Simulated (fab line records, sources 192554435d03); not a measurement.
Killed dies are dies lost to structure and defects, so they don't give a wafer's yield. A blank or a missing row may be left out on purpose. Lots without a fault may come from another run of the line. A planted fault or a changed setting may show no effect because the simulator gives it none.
Chamber matching | flow n5_finfet | N5_GATE_CUT_ETCH_28 on rie_diel-02: 4 sister chambers
The step etches underlayer in N2/H2, target depth 13 nm, time 10.4 s. 7 wafers are shown with their chamber, then 9 later ones without.

WAFERS WITH THEIR CHAMBER
wafer  | chamber | throttle_valve_pct (%) | showerhead_plenum_p_Torr (Torr)
L079.6 | 2       | 17.64                  | 2.59
L084.2 | 1       | 17.67                  | 2.51
L084.3 | 3       | 18.19                  | 2.51
L084.6 | 2       | 17.68                  | 2.58
L086.2 | 0       | 17.47                  | 2.56
L086.4 | 3       | 18.21                  | 2.51
L086.6 | 0       | 17.46                  | 2.56

WAFERS WITHOUT THEIR CHAMBER
wafer  | throttle_valve_pct (%) | showerhead_plenum_p_Torr (Torr)
L090.2 | 17.67                  | 2.51
L090.4 | 17.48                  | 2.56
L090.5 | 18.22                  | 2.51
L092.1 | 18.21                  | 2.50
L092.4 | 17.69                  | 2.51
L092.6 | 18.21                  | 2.50
L096.4 | 17.27                  | 2.57
L096.5 | 18.22                  | 2.50
L096.6 | 17.48                  | 2.56

WHICH CHAMBER EACH WENT THROUGH
wafer  | from the rows above | in truth
L090.2 | 1                   | 1
L090.4 | 0                   | 0
L090.5 | 3                   | 3
L092.1 | 3                   | 3
L092.4 | 1                   | 1
L092.6 | 3                   | 3
L096.4 | 0                   | 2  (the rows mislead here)
L096.5 | 3                   | 3
L096.6 | 0                   | 0
Placed correctly: 8 of 9. Can't be placed from these rows: 0. Placed wrongly: 1.
How it was worked out, from the rows above alone: a wafer's distance from a chamber is the root of the sum, over the readings, of the square of ((its reading less the chamber's mean) divided by the reading's scatter). The wafer belongs to the nearest chamber; if the next one is less than 2 further off, it can't be placed. A chamber's mean is the mean of its shown wafers. The scatter: the root of (the sum of the squares of (reading less its chamber's mean) over the shown wafers, divided by (wafers less chambers)).
